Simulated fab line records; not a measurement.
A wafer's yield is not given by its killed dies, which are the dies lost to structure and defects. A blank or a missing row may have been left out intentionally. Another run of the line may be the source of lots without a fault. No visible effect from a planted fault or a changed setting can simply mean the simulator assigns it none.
Lot-split experiment -- flow n5 finfet -- on a route of 1938 steps: 7 lots, 21 wafers read

## THE SPLIT ITSELF
At N5_MOL_CONTACT_COAG_ALD_123 (deposits SiNx, target thk 5 nm, pulse time 1 s, purge time 2 s), the setting ald cycles was moved away from the recipe's 100 on 6 of the 21 wafers read, by -9.0% to +8.0%. All remaining wafers had this setting at the recipe value.

The reading comes from the split's own step.

## THE READING
SiNx_of_MOL_CONTACT_COAG_ALD_123.thk nm (the simulator's own value, which no gauge read), in nm, at N5_MOL_CONTACT_COAG_ALD_123 (deposits SiNx, target thk 5 nm, pulse time 1 s, purge time 2 s). No usual value for it is given in the file.

wafer,"tool, chamber at the split",ald cycles as run,against the recipe,"SiNx_of_MOL_CONTACT_COAG_ALD_123.thk nm, nm",against lot-mates on the recipe
L078.3,"ald sin-03, 0,3",100,recipe,5,-
L078.5,"ald sin-03, 0,3",100,recipe,5,-
L078.4,"ald sin-03, 2",92,-8.0%,4.6,-0.4
L079.1,"ald sin-02, 3,2,3",100,recipe,5,-
L079.4,"ald sin-02, 3,2,3",100,recipe,5,-
L079.6,"ald sin-02, 3,2,3",100,recipe,5,-
L082.2,"ald sin-02, 2",91,-9.0%,4.6,-0.4
L082.6,"ald sin-02, 2",91,-9.0%,4.6,-0.4
L082.3,"ald sin-02, 3",100,recipe,5,-
L084.2,"ald sin-03, 0,1",100,recipe,5,-
L084.3,"ald sin-03, 0,1",100,recipe,5,-
L084.5,"ald sin-03, 1",108,+8.0%,5.4,+0.4
L085.2,"ald sin-02, 0,1",91,-9.0%,4.6,-0.4
L085.6,"ald sin-02, 0,1",91,-9.0%,4.6,-0.4
L085.3,"ald sin-02, 2",100,recipe,5,-
L090.1,"ald sin-02, 2,1,3",100,recipe,5,-
L090.2,"ald sin-02, 2,1,3",100,recipe,5,-
L090.4,"ald sin-02, 2,1,3",100,recipe,5,-
L092.2,"ald sin-03, 2,2,3",100,recipe,5,-
L092.5,"ald sin-03, 2,2,3",100,recipe,5,-
L092.6,"ald sin-03, 2,2,3",100,recipe,5,-
When a row names more than one chamber, that row covers several wafers, and the file does not tell which wafer ran in which chamber.

THE FIT
A straight line over all 21 wafers: SiNx_of_MOL_CONTACT_COAG_ALD_123.thk nm changes by +0.0463 nm for each +1% of ald cycles; r = +1.00; the points scatter about the line by 0.012 nm.
The same after taking each lot's own level away (the mean of its wafers on the recipe; 21 wafers): +0.0463 nm for each +1%; r = +1.00; scatter 0.012 nm.
Per that fit: largest ald cycles move, reading shift of 0.42 nm.
The lots' own levels span 5.00 to 5.00 nm.
The two slopes are in agreement: the lot-to-lot level therefore moves the slope only a little.
Check: -0.416 nm against its lot-mates is what the line predicts for one of the wafers moved furthest among these (-9.0%) when that wafer is left out of the fit. It came out at -0.4 nm against them.

## THE OTHER SPLITS THESE WAFERS WENT THROUGH
These wafers also went through other splits before the reading. Each is held against what the fit with the lots' levels taken away leaves over:
other split on the same wafers,wafers away from the commonest value,r with SiNx_of_MOL_CONTACT_COAG_ALD_123.thk nm (lot level and that fit taken away)
N5_SD_EPI_N_EPI_21 temp c,11,+0.07
N5_SD_EPI_N_PRECLEAN_49 temp c,9,-0.25
N5_SDB_ETCH_17 bias w,5,-0.31
N5_SDB_STRIP_22 power w,4,-0.13
N5_HKMG_FIN_PEB_47 peb time s,7,-0.23
N5_HKMG_FIN_ETCH_55 bias w,11,-0.39
N5_HKMG_FIN_DESCUM_17 time s,8,+0.13
N5_MOL_CONTACT_COAG_ETCH_15 source w,8,+0.62
N5_MOL_CONTACT_COAG_ALD_20 ald cycles,7,+0.09

## FILE'S OWN FIT
SiNx_of_MOL_CONTACT_COAG_ALD_123.thk nm changes by +0.0469 nm for each +1% of ald cycles, r = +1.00.
